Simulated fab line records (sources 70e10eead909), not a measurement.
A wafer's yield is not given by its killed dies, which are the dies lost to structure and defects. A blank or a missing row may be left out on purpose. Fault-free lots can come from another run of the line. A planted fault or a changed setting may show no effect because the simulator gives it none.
fab line records    flow nand_harc
record: lots: 11  wafers: 33  last_day: 33
route steps=1302 shown A_ZERO_WELL@401 A_SOURCE_PLATE@420 END@1302
lots that met no fault: taken from a fault-free run of the same line
start_h: hours from the record's opening day to when the first of the lot's shown wafers began    wait_h: time in hours since the lot's previous step    " as in the row above    L1.1+2: a row that stands for several wafers    - no value present, or no start provided    * or withheld: withheld    < > ~ a bound
route shown NAME@n: NAME is a module with steps in the file, n the number in the route of the first one    usual: mean/standard deviation of fault-free wafers    same: alike in all rows    chamber/n: place in a boat    sites: readings site by site    _std_site: standard deviation of those values    _edge_site: inner sites' mean taken away from outer sites' mean    radius_mm: for every site, how far away it sits from the centre of the wafer    mask NAME#n: copy n    behind: tool/chamber where the wafer was last shaped    hold: the reason the lot was held/the length of the hold in hours/how it ended    device: the transistor (n, p or np) that didn't switch    end of line: the route-end tests of the same wafers    a step without rows: its recipe alone    killed: the dies lost at the first sort to structure and to defects; this is not the yield of the wafer    map: dies across one wafer; x = killed, . = not, _ = none there
set.NAME: the setting as run; set.NAME@STEP: as run at that earlier step    model.NAME: the simulator's own value behind a step, which no gauge read
a sample of lots followed through the steps of the route, with each step as a table and each wafer as a row
services: a tool's chamber out of use, with start hour (start_h, from the record's first day; less than 0 if before it), hours out, and reason
== steps ==
step: NHARC_A_ZERO_WELL_CD_MEAS_10
recipe: target_cd_nm: 2000  landing_energy_ev: 500
usual: cd_nm: 2000.5/1.7
lot.wafer  tool       chamber  start_h  wait_h  cd_nm
L209.2     cd_sem-01  0        143.56   -       1998.7
L209.3     "          0        "        "       1999.1
L209.6     "          0        "        "       2001.7
L210.2     cd_sem-02  0        145.87   -       2000.5
L210.5     "          0        "        "       2000.4
L210.6     "          0        "        "       2003.9
L212.2     cd_sem-01  0        164.61   -       2002.5
L212.5     "          0        "        "       2003.0
L212.6     "          0        "        "       1999.8
L215.1     cd_sem-02  0        198.03   -       1999.1
L215.2     "          0        "        "       1999.5
L215.6     "          0        "        "       2002.4
L216.2     cd_sem-01  0        204.96   -       2001.8
L216.3     "          0        "        "       2001.2
L216.5     "          0        "        "       2000.4
L217.1     cd_sem-01  0        216.82   -       1999.4
L217.4     "          0        "        "       1999.4
L217.5     "          0        "        "       2001.7
L218.1     cd_sem-03  0        222.64   -       2001.0
L218.3     "          0        "        "       2000.3
L218.6     "          0        "        "       2002.9
L221.1     cd_sem-03  0        256.93   -       1997.9
L221.2     "          0        "        "       2000.9
L221.6     "          0        "        "       1999.7
L223.1     cd_sem-03  0        285.42   -       2000.5
L223.2     "          0        "        "       1998.3
L223.3     "          0        "        "       2001.2
L229.1     cd_sem-03  0        353.82   -       2004.0
L229.3     "          0        "        "       2003.2
L229.4     "          0        "        "       2001.3
L231.3     cd_sem-03  0        360.57   -       2002.6
L231.4     "          0        "        "       1999.0
L231.5     "          0        "        "       2002.0
step: NHARC_A_ZERO_WELL_ETCH_19
recipe: target_depth_a: 800  overetch_a: 240  time_s: 87.88  ion_energy_ev: 200  n2_flow_sccm: 150  h2_flow_sccm: 150  ar_flow_sccm: 0  rf_w: 400  bias_w: 150  chemistry: N2/H2
usual: chamber_pressure_mTorr: 29.997/0.028  drypump_motor_current_A: 5.68/0.24  h2_flow_sccm: 149.9/0.52  oes_product_au: 1.001/0.0096  rf_vpp_V: 429.7/2.8  showerhead_plenum_p_Torr: 2.01/0.098  throttle_valve_pct: 14.172/0.0086
lot.wafer  tool         chamber  start_h  wait_h  chamber_pressure_mTorr  drypump_motor_current_A  h2_flow_sccm  oes_product_au  rf_hours_counter_h  rf_vpp_V  showerhead_plenum_p_Torr  throttle_valve_pct
L209.3     rie_diel-04  2        143.80   0.1     29.954                  5.61                     150.2         1.020           19                  434.5     2.19                      14.178
L209.2     "            0        "        "       29.989                  5.79                     149.2         1.014           19                  434.0     2.17                      14.191
L209.6     "            2        "        "       30.018                  5.63                     150.9         1.016           -                   436.3     2.19                      14.161
L210.2     rie_diel-04  3        146.13   0.1     29.997                  5.95                     149.3         1.003           19                  429.1     2.03                      14.188
L210.5     "            0        "        "       30.023                  5.78                     149.0         1.010           -                   434.0     2.17                      14.170
L210.6     "            1        "        "       30.004                  5.52                     149.2         1.025           -                   435.9     2.18                      14.159
L212.2     rie_diel-03  3        164.87   0.1     30.001                  5.64                     149.6         0.995           1                   427.2     1.91                      14.179
L212.6     "            0        "        "       29.974                  5.39                     149.6         1.001           -                   427.9     1.93                      14.157
L212.5     "            1        "        "       30.010                  5.63                     150.8         0.999           -                   429.1     1.98                      14.152
L215.2     rie_diel-04  1        198.30   0.1     30.008                  5.52                     149.9         1.009           1                   435.3     2.17                      14.181
L215.1     "            2        "        "       29.950                  5.61                     149.6         1.004           2                   434.8     2.19                      14.173
L215.6     "            0        "        "       29.995                  5.78                     149.1         0.996           -                   433.2     2.17                      14.186
L216.2     rie_diel-02  1        205.21   0.1     30.036                  5.91                     150.2         1.002           48                  429.3     2.00                      14.167
L216.3     "            2        "        "       29.959                  5.12                     149.6         1.006           53                  427.1     1.91                      14.178
L216.5     "            0        "        "       30.029                  6.24                     150.3         1.008           -                   428.6     1.94                      14.168
L217.1     rie_diel-03  3        217.07   0.1     29.987                  5.69                     150.3         0.996           3                   425.7     1.91                      14.161
L217.4     "            0        "        "       29.979                  5.37                     149.8         1.009           3                   426.9     1.93                      14.166
L217.5     "            3        "        "       29.964                  5.64                     149.8         0.993           -                   427.3     1.91                      14.166
L218.3     rie_diel-03  0        222.89   0.1     30.016                  5.37                     149.7         1.008           4                   427.7     1.93                      14.176
L218.1     "            1        "        "       30.019                  5.62                     149.2         0.994           3                   428.5     1.98                      14.190
L218.6     "            2        "        "       30.017                  6.03                     149.4         1.000           -                   430.2     2.03                      14.158
L221.1     rie_diel-03  2        257.17   0.1     30.014                  6.02                     149.4         1.014           3                   429.7     2.03                      14.172
L221.2     "            0        "        "       29.962                  5.37                     149.4         1.008           5                   428.0     1.93                      14.163
L221.6     "            3        "        "       30.013                  5.69                     149.5         1.000           -                   427.2     1.91                      14.170
L223.2     rie_diel-04  2        285.66   0.1     30.036                  5.64                     150.2         1.009           17                  435.4     2.18                      14.159
L223.1     "            3        "        "       29.961                  5.94                     149.7         0.987           17                  430.7     2.02                      14.174
L223.3     "            0        "        "       29.962                  5.75                     149.6         0.991           15                  433.9     2.16                      14.164
L229.1     rie_diel-03  2        354.07   0.1     29.986                  6.02                     150.5         0.987           2                   429.9     2.03                      14.176
L229.3     "            3        "        "       29.981                  5.67                     150.2         0.992           1                   428.0     1.91                      14.179
L229.4     "            0        "        "       30.032                  5.37                     149.9         0.994           1                   426.5     1.93                      14.179
L231.3     rie_diel-03  0        360.81   0.1     29.957                  5.38                     149.4         0.998           2                   427.2     1.93                      14.173
L231.4     "            3        "        "       30.049                  5.67                     150.5         0.998           2                   427.4     1.91                      14.178
L231.5     "            1        "        "       30.018                  5.64                     149.8         0.985           -                   429.0     1.98                      14.181
step: NHARC_A_ZERO_WELL_ETCH_13
recipe: target_depth_a: 1200  time_s: 40.1  hbr_flow_sccm: 150  cl2_flow_sccm: 50  rf_w: 400  icp_w: 400  bias_w: 100  chemistry: HBr/Cl2
usual: chamber_pressure_mTorr: 15.000/0.012  drypump_motor_current_A: 5.7/0.33  mfc_cl2_sccm: 50.00/0.16  oes_product_au: 1.003/0.012  throttle_valve_pct: 26.406/0.0089
lot.wafer  tool       chamber  start_h  wait_h  chamber_pressure_mTorr  drypump_motor_current_A  mfc_cl2_sccm  oes_product_au  rf_hours_counter_h  throttle_valve_pct
L209.2     rie_si-02  3        143.93   -       14.997                  5.7                      49.97         1.008           0.2                 26.399
L209.3     "          1        "        "       14.999                  5.6                      50.01         1.004           0.2                 26.405
L209.6     "          2        "        "       14.993                  5.2                      50.23         1.021           -                   26.398
L210.2     rie_si-04  3        146.27   -       15.008                  5.7                      49.96         1.011           0.7                 26.405
L210.6     "          0        "        "       14.997                  5.9                      49.86         0.990           -                   26.418
L210.5     "          1        "        "       14.989                  5.9                      50.37         0.994           -                   26.392
L212.2     rie_si-04  0        164.98   -       14.995                  5.9                      50.04         0.986           1.2                 26.400
L212.6     "          3        "        "       14.983                  5.8                      50.10         1.003           -                   26.411
L212.5     "          0        "        "       14.998                  6.0                      50.01         0.975           -                   26.413
L215.1     rie_si-02  1        198.43   -       15.005                  5.6                      50.26         1.005           0.5                 26.409
L215.2     "          2        "        "       14.998                  5.2                      49.91         1.016           0.5                 26.408
L215.6     "          0        "        "       15.013                  6.0                      50.09         0.996           -                   26.422
L216.3     rie_si-02  2        205.32   -       14.987                  5.2                      49.99         1.019           0.6                 26.412
L216.2     "          1        "        "       14.988                  5.6                      49.87         1.014           0.6                 26.401
L216.5     "          2        "        "       14.996                  5.2                      49.87         1.024           -                   26.401
L217.1     rie_si-04  2        217.18   -       14.987                  5.3                      50.18         1.014           0.4                 26.403
L217.4     "          0        "        "       15.021                  5.9                      50.22         1.004           0.2                 26.395
L217.5     "          3        "        "       14.985                  5.8                      50.19         1.010           -                   26.403
L218.3     rie_si-02  3        223.01   -       15.009                  5.7                      49.93         0.995           0.8                 26.399
L218.1     "          0        "        "       14.982                  6.0                      50.15         0.983           0.8                 26.409
L218.6     "          3        "        "       14.996                  5.7                      49.95         0.994           -                   26.423
L221.1     rie_si-01  1        257.31   -       15.002                  5.7                      49.90         1.013           0.3                 26.404
L221.2     "          2        "        "       15.028                  5.1                      49.93         1.007           0.3                 26.399
L221.6     "          0        "        "       14.982                  6.2                      49.94         0.993           -                   26.405
L223.3     rie_si-01  3        285.78   -       14.997                  5.8                      49.88         1.015           0.5                 26.404
L223.1     "          0        "        "       14.993                  6.2                      50.06         0.988           0.5                 26.413
L223.2     "          2        "        "       15.007                  5.1                      50.11         0.999           0.5                 26.414
L229.4     rie_si-01  2        354.18   -       15.011                  5.1                      50.01         0.998           0.9                 26.412
L229.1     "          3        "        "       14.997                  5.8                      50.32         0.996           0.9                 26.411
L229.3     "          0        "        "       15.005                  6.3                      50.02         0.988           0.9                 26.421
L231.4     rie_si-01  3        360.94   -       14.996                  5.8                      49.97         1.003           0.9                 26.403
L231.3     "          0        "        "       15.007                  6.2                      49.85         0.992           0.9                 26.384
L231.5     "          2        "        "       14.998                  5.1                      50.10         0.993           -                   26.407
step: NHARC_A_ZERO_WELL_INSPECT_17
usual: raw_defect_count: 12/6.5
lot.wafer  tool               chamber  start_h  wait_h  raw_defect_count
L209.2     defect_inspect-02  -        145.01   0.1     14
L209.3     "                  -        "        "       20
L209.6     "                  -        "        "       32
L210.2     defect_inspect-01  -        147.33   0.1     23
L210.5     "                  -        "        "       12
L210.6     "                  -        "        "       19
L212.2     defect_inspect-01  -        166.11   0.1     8
L212.5     "                  -        "        "       27
L212.6     "                  -        "        "       16
L215.1     defect_inspect-02  -        199.50   0.2     9
L215.2     "                  -        "        "       9
L215.6     "                  -        "        "       10
L216.2     defect_inspect-01  -        206.47   0.1     7
L216.3     "                  -        "        "       10
L216.5     "                  -        "        "       12
L217.1     defect_inspect-02  -        218.37   0.2     6
L217.4     "                  -        "        "       10
L217.5     "                  -        "        "       6
L218.1     defect_inspect-01  -        224.13   0.2     4
L218.3     "                  -        "        "       14
L218.6     "                  -        "        "       10
L221.1     defect_inspect-01  -        258.44   0.2     12
L221.2     "                  -        "        "       31
L221.6     "                  -        "        "       20
L223.1     defect_inspect-01  -        286.90   0.2     9
L223.2     "                  -        "        "       16
L223.3     "                  -        "        "       13
L229.1     defect_inspect-02  -        355.28   0.2     11
L229.3     "                  -        "        "       10
L229.4     "                  -        "        "       1243
L231.3     defect_inspect-01  -        362.03   0.1     8
L231.4     "                  -        "        "       26
L231.5     "                  -        "        "       1150
step: NHARC_A_SOURCE_PLATE_THK_MEAS_06
recipe: thk_meas_gauge: ellipsometry
usual: thk_nm: 200.6/2.4
lot.wafer  tool           chamber  start_h  wait_h  thk_nm
L209.2     film_metro-01  -        166.99   0.4     201.8
L209.3     "              -        "        "       198.7
L209.6     "              -        "        "       201.7
L210.2     film_metro-02  -        166.99   0.4     196.3
L210.5     "              -        "        "       199.2
L210.6     "              -        "        "       198.4
L212.2     film_metro-01  -        186.45   0.4     196.5
L212.5     "              -        "        "       196.1
L212.6     "              -        "        "       196.6
L215.1     film_metro-01  -        219.37   0.4     201.7
L215.2     "              -        "        "       202.1
L215.6     "              -        "        "       200.5
L216.2     film_metro-01  -        229.13   0.4     200.8
L216.3     "              -        "        "       201.3
L216.5     "              -        "        "       201.9
L217.1     film_metro-01  -        238.34   0.4     200.4
L217.4     "              -        "        "       201.6
L217.5     "              -        "        "       201.0
L218.1     film_metro-01  -        246.13   0.4     201.0
L218.3     "              -        "        "       200.9
L218.6     "              -        "        "       201.8
L221.1     film_metro-01  -        278.63   0.4     202.8
L221.2     "              -        "        "       200.9
L221.6     "              -        "        "       200.9
L223.1     film_metro-02  -        305.75   0.4     203.9
L223.2     "              -        "        "       199.1
L223.3     "              -        "        "       200.6
L229.1     film_metro-01  -        375.55   0.4     200.4
L229.3     "              -        "        "       204.4
L229.4     "              -        "        "       201.5
L231.3     film_metro-01  -        380.15   0.4     201.1
L231.4     "              -        "        "       200.8
L231.5     "              -        "        "       200.8
step: NHARC_END_SORT_01
recipe: temp_c: 25
usual: killed_at_array: 54/18  killed_at_other: 0.7/0.87  killed_at_periphery: 3.7/2.5  killed_dies: 59/19  killed_open: 3.3/2  killed_short: 2.6/1.6
same: gross_dies: 677
lot.wafer  tool       chamber  start_h  wait_h  killed_at_array  killed_at_other  killed_at_periphery  killed_dies  killed_open  killed_short
L209.2     prober-01  0        624.96   2.8     75               1                8                    84           3            6
L209.3     prober-01  0        625.76   3.1     65               0                3                    68           2            4
L209.6     prober-01  0        628.15   4.0     81               0                5                    86           3            0
L215.1     prober-02  0        637.45   2.5     62               0                8                    70           5            4
L215.2     prober-02  0        638.25   2.8     64               0                11                   75           4            4
L215.6     prober-02  0        641.45   4.0     63               1                2                    66           1            2
L217.1     prober-01  0        657.62   2.5     81               0                4                    85           3            3
L217.4     prober-01  0        660.05   3.4     76               2                0                    78           1            3
L217.5     prober-01  0        660.85   3.7     76               2                4                    82           3            5
L216.2     prober-02  0        658.39   2.8     53               0                4                    57           3            1
L216.3     prober-02  0        659.19   3.1     44               0                3                    47           3            3
L216.5     prober-02  0        660.79   3.7     52               2                4                    58           5            4
L218.1     prober-02  0        665.41   2.5     63               0                4                    67           4            2
L218.3     prober-02  0        667.03   3.1     58               0                3                    61           6            2
L218.6     prober-02  0        669.47   4.1     63               0                2                    65           4            3
L229.1     prober-02  0        773.64   2.5     65               3                3                    71           4            3
L229.3     prober-02  0        775.24   3.1     49               0                6                    55           5            2
L229.4     prober-02  0        776.03   3.4     136              3                4                    143          3            4
L231.3     prober-01  0        780.81   3.1     32               0                3                    35           4            6
L231.4     prober-01  0        781.60   3.4     22               0                4                    26           2            2
L231.5     prober-01  0        782.39   3.7     121              0                0                    121          2            2
killed by level:class
L209.2 A_SLIT:chamber_film_flake=29 A_CHANNEL_HOLE_D2:chamber_film_flake=27 P_CONTACT:chamber_film_flake=5 A_CHANNEL_FILL_D2:chamber_film_flake=3 A_STAIRCASE:chamber_film_flake=3 A_BONDPAD:chamber_film_flake=3 P_STI:geometric_particle:open=1 P_STI:geometric_particle:short=1
L209.3 A_SLIT:chamber_film_flake=31 A_CHANNEL_HOLE_D2:chamber_film_flake=19 A_CONTACT:chamber_film_flake=4 A_SOURCE_PLATE:geometric_particle:open=2 P_CONTACT:chamber_film_flake=2 A_CHANNEL_HOLE_D1:chamber_film_flake=2 A_STAIRCASE:chamber_film_flake=2 A_BONDPAD:chamber_film_flake=2
L209.6 A_CHANNEL_HOLE_D2:chamber_film_flake=38 A_SLIT:chamber_film_flake=24 P_CONTACT:chamber_film_flake=5 A_CONTACT:chamber_film_flake=5 A_CHANNEL_FILL_D2:chamber_film_flake=3 A_ZERO_WELL:chamber_film_flake=2 A_STAIRCASE:chamber_film_flake=2 A_SGD_CUT:chamber_film_flake=2
L215.1 A_CHANNEL_HOLE_D1:chamber_film_flake=28 A_SLIT:chamber_film_flake=15 A_CONTACT:chamber_film_flake=5 A_CHANNEL_HOLE_D2:chamber_film_flake=4 P_CONTACT:chamber_film_flake=3 A_STAIRCASE:chamber_film_flake=2 P_STI:geometric_particle:short=1 P_GATE:geometric_particle:open=1
L215.2 A_CHANNEL_HOLE_D1:chamber_film_flake=29 A_SLIT:chamber_film_flake=21 P_CONTACT:chamber_film_flake=4 A_CONTACT:chamber_film_flake=4 A_CHANNEL_HOLE_D2:chamber_film_flake=4 A_STAIRCASE:chamber_film_flake=2 P_CONTACT:geometric_particle:open=1 P_M0:geometric_particle:open=1
L215.6 A_CHANNEL_HOLE_D1:chamber_film_flake=32 A_SLIT:chamber_film_flake=19 A_CHANNEL_HOLE_D2:chamber_film_flake=7 A_CONTACT:chamber_film_flake=3 A_M0:geometric_particle:short=1 A_M0:geometric_particle:open=1 STARTING-WAFER:geometric_particle:short=1 P_ZERO_WELL:chamber_film_flake=1
L217.1 A_CHANNEL_HOLE_D2:chamber_film_flake=36 A_CHANNEL_HOLE_D1:chamber_film_flake=30 A_WL_FILL:chamber_film_flake=3 A_CHANNEL_FILL_D2:geometric_particle:short=2 A_ZERO_WELL:chamber_film_flake=2 A_SLIT:chamber_film_flake=2 P_CONTACT:geometric_particle:short=1 P_M0:geometric_particle:open=1
L216.2 A_CHANNEL_HOLE_D1:chamber_film_flake=36 A_CHANNEL_HOLE_D2:chamber_film_flake=8 P_BONDPAD:chamber_film_flake=2 A_CONTACT:chamber_film_flake=2 P_GATE:geometric_particle:open=1 A_CHANNEL_HOLE_D2:geometric_particle:short=1 A_CHANNEL_FILL_D2:geometric_particle:open=1 A_BLC:geometric_particle:open=1
L216.3 A_CHANNEL_HOLE_D1:chamber_film_flake=21 A_CHANNEL_HOLE_D2:chamber_film_flake=9 A_CONTACT:chamber_film_flake=5 P_BONDPAD:chamber_film_flake=3 A_CHANNEL_HOLE_D1:geometric_particle:short=1 A_CHANNEL_FILL_D1:geometric_particle:open=1 A_DECK1_JOINT:geometric_particle:short=1 A_CHANNEL_FILL_D2:geometric_particle:short=1
L217.4 A_CHANNEL_HOLE_D1:chamber_film_flake=39 A_CHANNEL_HOLE_D2:chamber_film_flake=27 THIN_TSV:chamber_film_flake=2 A_STAIRCASE:chamber_film_flake=2 A_CONTACT:chamber_film_flake=2 A_DECK1_JOINT:geometric_particle:short=1 A_WL_FILL:geometric_particle:short=1 A_WL_FILL:geometric_particle:open=1
L216.5 A_CHANNEL_HOLE_D1:chamber_film_flake=25 A_CHANNEL_HOLE_D2:chamber_film_flake=11 A_CONTACT:chamber_film_flake=5 A_CHANNEL_FILL_D1:geometric_particle:open=2 P_BONDPAD:chamber_film_flake=2 A_STAIRCASE:chamber_film_flake=2 THIN_TSV:chamber_film_flake=2 P_M0:geometric_particle:open=1
L217.5 A_CHANNEL_HOLE_D2:chamber_film_flake=38 A_CHANNEL_HOLE_D1:chamber_film_flake=26 P_ZERO_WELL:chamber_film_flake=2 A_BLC:chamber_film_flake=2 P_M0:geometric_particle:short=1 A_ONON_D1:geometric_particle:open=1 A_CHANNEL_HOLE_D2:geometric_particle:open=1 A_CHANNEL_FILL_D2:geometric_particle:short=1
L218.1 A_SLIT:chamber_film_flake=26 A_CHANNEL_HOLE_D1:chamber_film_flake=21 A_CHANNEL_HOLE_D2:chamber_film_flake=9 A_STAIRCASE:chamber_film_flake=2 A_BLC:chamber_film_flake=2 P_STI:geometric_particle:open=1 P_GATE:geometric_particle:open=1 P_CONTACT:geometric_particle:open=1
L218.3 A_SLIT:chamber_film_flake=21 A_CHANNEL_HOLE_D1:chamber_film_flake=19 A_CHANNEL_HOLE_D2:chamber_film_flake=8 A_STAIRCASE:chamber_film_flake=3 P_STI:geometric_particle:open=1 P_CONTACT:geometric_particle:open=1 A_DECK1_JOINT:geometric_particle:open=1 A_ONON_D2:geometric_particle:open=1
L218.6 A_CHANNEL_HOLE_D1:chamber_film_flake=28 A_SLIT:chamber_film_flake=18 A_CHANNEL_HOLE_D2:chamber_film_flake=7 A_CHANNEL_FILL_D2:geometric_particle:short=2 A_BLC:chamber_film_flake=2 P_GATE:geometric_particle:open=1 A_SOURCE_PLATE:geometric_particle:open=1 A_CHANNEL_FILL_D1:geometric_particle:open=1
L229.1 A_CHANNEL_HOLE_D2:chamber_film_flake=31 A_SLIT:chamber_film_flake=10 A_CONTACT:chamber_film_flake=8 P_BONDPAD:chamber_film_flake=3 A_STAIRCASE:chamber_film_flake=3 THIN_TSV:chamber_film_flake=3 A_CHANNEL_FILL_D1:geometric_particle:short=2 A_CHANNEL_HOLE_D1:unspecified=2
L229.3 A_CHANNEL_HOLE_D2:chamber_film_flake=31 A_SLIT:chamber_film_flake=6 A_CONTACT:chamber_film_flake=4 P_BONDPAD:chamber_film_flake=2 A_CHANNEL_HOLE_D1:unspecified=2 P_GATE:geometric_particle:open=1 P_M0:geometric_particle:open=1 P_M2:geometric_particle:open=1
L229.4 A_ZERO_WELL:unspecified=101 A_CHANNEL_HOLE_D2:chamber_film_flake=19 A_SLIT:chamber_film_flake=5 THIN_TSV:chamber_film_flake=3 P_CONTACT:geometric_particle:open=2 P_M0:geometric_particle:short=2 A_CHANNEL_HOLE_D1:unspecified=2 A_CHANNEL_FILL_D1:chamber_film_flake=2
L231.3 A_CONTACT:chamber_film_flake=12 A_SLIT:chamber_film_flake=6 A_STAIRCASE:chamber_film_flake=3 P_CONTACT:geometric_particle:short=2 A_DECK1_JOINT:geometric_particle:short=2 A_WL_FILL:chamber_film_flake=2 P_M0:geometric_particle:open=1 A_ONON_D1:geometric_particle:short=1
L231.4 A_CONTACT:chamber_film_flake=11 A_SLIT:chamber_film_flake=6 P_GATE:chamber_film_flake=2 P_STI:geometric_particle:open=1 P_M0:geometric_particle:short=1 A_CONTACT:geometric_particle:open=1 A_M1:geometric_particle:short=1 A_CHANNEL_HOLE_D1:chamber_film_flake=1
L231.5 A_ZERO_WELL:unspecified=100 A_CONTACT:chamber_film_flake=6 A_CHANNEL_HOLE_D1:chamber_film_flake=3 A_STAIRCASE:chamber_film_flake=3 A_SLIT:chamber_film_flake=2 A_CHANNEL_FILL_D1:geometric_particle:short=1 A_DECK1_JOINT:geometric_particle:open=1 A_ONON_D2:geometric_particle:open=1
== services ==
tool         chamber  start_h  hours  kind
rie_diel-03  -        126.75   0.5    repair
rie_diel-02  1        128.59   4.1    repair
rie_diel-03  3        130.27   6.3    repair
rie_si-01    0        148.30   2.4    repair
rie_si-02    2        165.99   16.9   repair
rie_si-02    1        172.06   3.1    repair
rie_diel-04  -        178.41   9.0    pm
rie_si-04    0        181.61   2.2    repair
rie_si-01    -        193.00   9.0    pm
rie_si-04    0        211.05   4.4    repair
rie_diel-02  -        223.29   9.0    pm
rie_diel-03  2        234.11   5.2    repair
rie_si-04    -        242.14   3.0    repair
rie_diel-03  2        244.72   2.7    repair
rie_si-02    -        277.00   9.0    pm
rie_diel-03  -        281.30   9.0    pm
rie_si-04    3        284.08   2.3    repair
rie_diel-04  1        312.58   7.1    repair
rie_diel-04  2        313.18   22.7   repair
rie_si-04    -        342.05   9.0    pm
rie_diel-03  2        348.50   3.1    repair
rie_diel-04  -        352.64   2.5    repair
rie_si-02    1        353.39   5.4    repair
rie_diel-04  -        355.41   9.0    pm
== key ==
first_sign: step: NHARC_A_ZERO_WELL_INSPECT_17  reading: raw_defect_count  direction: up  sigmas: 99+  usual: 12  struck: 1196
effect: step: NHARC_END_SORT_01  reading: killed_at_array  direction: up  sigmas: 4.1  usual: 54  struck: 128
more_kills_born_at: NHARC_A_ZERO_WELL_ETCH_13@rie_si-01: 200
met_at NHARC_A_ZERO_WELL_ETCH_13
struck_lots L229,L231
struck_wafers L229.4,L231.5
tester_left_out L229,L231
not_acting_at NHARC_A_ZERO_WELL_CD_MEAS_10,NHARC_A_ZERO_WELL_ETCH_19,NHARC_A_SOURCE_PLATE_THK_MEAS_06
onset_between 285.78 354.18
fault: kind: chamber_particle_source  tool: rie_si-01  chamber: 2  onset_h: 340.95  steps: NHARC_A_ZERO_WELL_ETCH_13  rate_per_visit_cm2: 1.8605  end_h: 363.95
tester_left_out: of these lots the tester's yield and bins aren't shown, on N5 and GAA mostly nor the transistor test; their killed dies are dies lost to structure and defects alone, not to doping, threshold or leakage, so they don't give the yield
